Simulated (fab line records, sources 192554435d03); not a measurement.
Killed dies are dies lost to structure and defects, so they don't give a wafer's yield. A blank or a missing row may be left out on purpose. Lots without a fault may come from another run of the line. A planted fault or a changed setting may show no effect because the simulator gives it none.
Problem report in the 8D (eight disciplines) form, filled by code | flow n5_finfet | the parts of the form that need people (team, actions taken, sign-off) are left out

1. THE PROBLEM
cd_nm at N5_BEOL_M8_CD_MEAS_11 reads a mean of 40.7 nm on 1 wafer of 1 lot; wafers without a fault read 38.3 nm with a standard deviation of 0.6. That is +4.0 standard deviations from the usual mean.
The step: target cd 38.5 nm.
First seen on wafer L302.3, day 12 21:53, on cd_sem-02. The record holds 15 wafers of 5 lots with a number at this step. Rule for "out", or "out of limits": more than 4 standard deviations from the usual mean. The other wafers with a number count as sound.

2. WHAT IT IS AND WHAT IT IS NOT
question                    | is                | is not
which readings at this step | cd_nm             | -
which lots                  | L302              | L293, L298, L299, L310
which wafers of those lots  | L302.3            | L302.2, L302.5
read on which gauges        | cd_sem-02         | cd_sem-01, cd_sem-03
when                        | from day 12 21:53 | up to then (11 sound wafers); but 3 sound wafers of L310 came after

3. SUSPECTS, AND WHAT RULES EACH OUT
Counting: a tool at a process step up to the reading stays a suspect if it ran every lot that is out. Sound lots after the first of them don't rule it out here, since some wafers of a struck lot are sound.
- the gauge at N5_BEOL_M8_CD_MEAS_11: kept. All the wafers that are out were read on cd_sem-02, and no step on other tools shows them out.
- pecvd-03 at N5_BEOL_M8_ILD_DEP_00 (deposits SiCOH lowk from DEMS/porogen, target thk 179.75 nm, time 33.4 s): kept. It ran the lot that is out, L302 (day 12 19:32); its last sound lot up to then is L298 (day 11 11:45).
- uv_cure-01 at N5_BEOL_M8_CURE_74 (cures SiCOH lowk, time 240 s): kept. It ran the lot that is out, L302 (day 12 19:41); its last sound lot up to then is L298 (day 11 11:49).
- pecvd-03 at N5_BEOL_M8_PECVD_70 (deposits SiO2 from TEOS/O2, target thk 20 nm, time 22.7 s): kept. It ran the lot that is out, L302 (day 12 20:10); its last sound lot up to then is L299 (day 11 21:16).
- litho_track-04 at N5_BEOL_M8_PEB_09 (peb time 60 s): kept. It ran the lot that is out, L302 (day 12 21:49); its last sound lot up to then is L298 (day 11 13:10).
- Within pecvd-03 at N5_BEOL_M8_ILD_DEP_00: the wafers that are out ran in chamber 0; their sound lot-mates ran in chamber 2.
- Within pecvd-03 at N5_BEOL_M8_PECVD_70: the wafers that are out ran in chamber 2; their sound lot-mates ran in chambers 0, 1.
Left after counting: pecvd-03 at N5_BEOL_M8_ILD_DEP_00, uv_cure-01 at N5_BEOL_M8_CURE_74, pecvd-03 at N5_BEOL_M8_PECVD_70, litho_track-04 at N5_BEOL_M8_PEB_09, cd_sem-02 at N5_BEOL_M8_CD_MEAS_11.

4. THE CAUSE (what the simulator had put in)
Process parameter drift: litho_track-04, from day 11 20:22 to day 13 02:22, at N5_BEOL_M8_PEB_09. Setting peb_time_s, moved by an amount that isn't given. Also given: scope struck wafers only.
Counting left 5 suspects, and this tool is among them.

5. THE CHAIN OF EFFECTS, in route order
Each row: a reading whose mean over the struck wafers that have a number lies more than 3 standard deviations from the usual. Only readings for which the record gives a usual standard deviation are gone through. hours: the time from each lot's start at the first step in this table that gives one to its start at this step, as a median over the lots. sigmas: the change in usual standard deviations.
hours | step                  | reading | usual   | on struck wafers | change | sigmas
0     | N5_BEOL_M8_CD_MEAS_11 | cd_nm   | 38.3 nm | 40.7             | +2.4   | +4.0
1     | N5_BEOL_M8_CD_MEAS_18 | cd_nm   | 39.9 nm | 42.5             | +2.6   | +3.9
Later measuring or inspecting steps at which every struck wafer that the step has a row for has a number for every such reading, and none has moved that far: N5_BEOL_M8_OVL_MEAS_12, N5_BEOL_M8_INSPECT_13.

6. WHAT WOULD HAVE CAUGHT IT SOONER
In this record the first reading out of limits at a measuring or inspecting step was taken at day 12 21:53, 26 hours after the fault began at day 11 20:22.
All the lots that are out (1) had begun N5_BEOL_M8_PEB_09 on litho_track-04 by day 12 21:53. A hold on the tool at that time would have spared none of them.
